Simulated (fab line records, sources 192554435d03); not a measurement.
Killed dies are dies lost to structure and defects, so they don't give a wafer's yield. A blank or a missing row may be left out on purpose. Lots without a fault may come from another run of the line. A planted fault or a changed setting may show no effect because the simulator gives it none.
A struck lot beside a sound one | flow n5_finfet | 36 steps out of a route of 1938
Sound: wafers L879.1, L879.3, L879.5. Struck: wafers L874.2, L874.4, L874.6. The cause comes at the end.
At each step with rows: each side's tool, then ch and its chambers, then its first start. Under that, the readings that differ: sound wafers | struck wafers | difference of the means | sigmas: that difference in standard deviations of wafers without a fault.
alike: readings whose means differ by less than 2 such deviations, and words and numbers that are the same on both sides. not compared: withheld readings, readings that some wafer has no value for, bounds like >300 that may hide the same value, and numbers for which the record gives no deviation and whose values overlap.
The two part at a step that has a row with sigmas, a row that says differs or no value, or rows on one side only. Numbers that don't overlap but have no deviation are shown without sigmas and don't part them. A reading that every wafer of one side lacks parts them only if that side has two wafers or more.

first, 10 steps without rows for these wafers: N5_PMOS_HMC_CHANNEL_EPI_DESCUM_14 (chemistry O2, time 7.9 s); N5_PMOS_HMC_CHANNEL_EPI_ETCH_32 (etches BARC in N2/H2, stops on SiO2, target depth 85.8 nm, time 50.3 s); N5_PMOS_HMC_CHANNEL_EPI_HM_OPEN_15 (chemistry CHF3/O2, target SiO2, target depth 40.6 nm, time 20.3 s); N5_PMOS_HMC_CHANNEL_EPI_STRIP_33 (strips in N2/H2); N5_PMOS_HMC_CHANNEL_EPI_STRIP_17 (strips in SPM, time 750 s); N5_PMOS_HMC_CHANNEL_EPI_ETCH_38 (etches SiO2 in CF4, target depth 1.5 nm); N5_PMOS_HMC_CHANNEL_EPI_FIN_RECESS_16 (chemistry HBr/Cl2, target Si, target depth 54 nm, time 18 s); N5_PMOS_HMC_CHANNEL_EPI_PRECLEAN_36 (cleans in O3/DIW, time 45 s); N5_PMOS_HMC_CHANNEL_EPI_PRECLEAN_18 (cleans in DHF, time 30 s); N5_PMOS_HMC_CHANNEL_EPI_SRD_19 (time 30 s).
N5_PMOS_HMC_CHANNEL_EPI_EPI_20: deposits SiGe30, target thk 59 nm.
  sound on epi_rpcvd-02 ch 0, day 6 18:38; struck on epi_rpcvd-01 ch 0, day 5 13:04
then, 24 steps without rows for these wafers: N5_PMOS_HMC_CHANNEL_EPI_HM_STRIP_35 (strips SiO2 in dHF, material SiO2, target depth 39.6 nm, time 216 s); N5_PMOS_HMC_CHANNEL_EPI_SRD_39 (time 30 s); N5_PMOS_HMC_CHANNEL_EPI_CMP_21 (polishes SiGe30, target thk 54 nm); N5_PMOS_HMC_CHANNEL_EPI_PRECLEAN_40 (cleans in DHF, time 30 s); N5_PMOS_HMC_CHANNEL_EPI_PRECLEAN_37 (cleans in O3/DIW, time 45 s); N5_PMOS_HMC_CHANNEL_EPI_PRECLEAN_24 (cleans in DHF, time 30 s); N5_PMOS_HMC_CHANNEL_EPI_SRD_25 (time 30 s); N5_PMOS_HMC_CHANNEL_EPI_EPI_26 (deposits Si from SiH4/H2, target thk 3.8 nm, time 22.7 s); N5_FIN_SAQP_PRECLEAN_42 (cleans in O3/DIW, time 60 s); N5_FIN_SAQP_PRECLEAN_00 (cleans in SC1, time 60 s); N5_FIN_SAQP_PRECLEAN_44 (cleans in SC2, time 45 s); N5_FIN_SAQP_SRD_01 (time 30 s); N5_FIN_SAQP_ALD_61 (deposits SiO2, target thk 4 nm, pulse time 1 s, purge time 2 s); N5_FIN_SAQP_DENSIFY_62 (time 60 s); N5_FIN_SAQP_HM_DEP_03 (deposits SiNx from SiH4/NH3/N2, target thk 38 nm, time 33.6 s); N5_FIN_SAQP_PECVD_47 (deposits a-Si from SiH4/He, target thk 45 nm, time 36.3 s); N5_FIN_SAQP_PECVD_48 (deposits SiNx from SiH4/NH3/N2, target thk 25 nm, time 22.1 s); N5_FIN_SAQP_PECVD_06 (deposits a-Si from SiH4/He, target thk 60 nm, time 48.1 s); N5_FIN_SAQP_HM_DEP_72 (deposits SiO2 from SiH4/N2O, target thk 12 nm, time 7.2 s); N5_FIN_SAQP_COAT_49 (time 60 s, resist thk 100 nm); N5_FIN_SAQP_COAT_50 (time 60 s, resist thk 35 nm); N5_FIN_SAQP_COAT_10 (resist thk 90 nm); N5_FIN_SAQP_EBR_12; N5_FIN_SAQP_SOFTBAKE_11 (time 60 s).
-- the record jumps here: 12 days lie between the struck wafers' starts before and after (it left off in module FIN_SAQP and takes up again in module PASSIVATION, whose first step shown is number 1936 of the route) --
N5_PASSIVATION_PROBE_49:
  the record has rows for the struck wafers here (prober-01, day 17 03:15) and none for the sound ones

WHERE THEY PART
Only at N5_PASSIVATION_PROBE_49, within this record.

WHY: what the simulator had put in
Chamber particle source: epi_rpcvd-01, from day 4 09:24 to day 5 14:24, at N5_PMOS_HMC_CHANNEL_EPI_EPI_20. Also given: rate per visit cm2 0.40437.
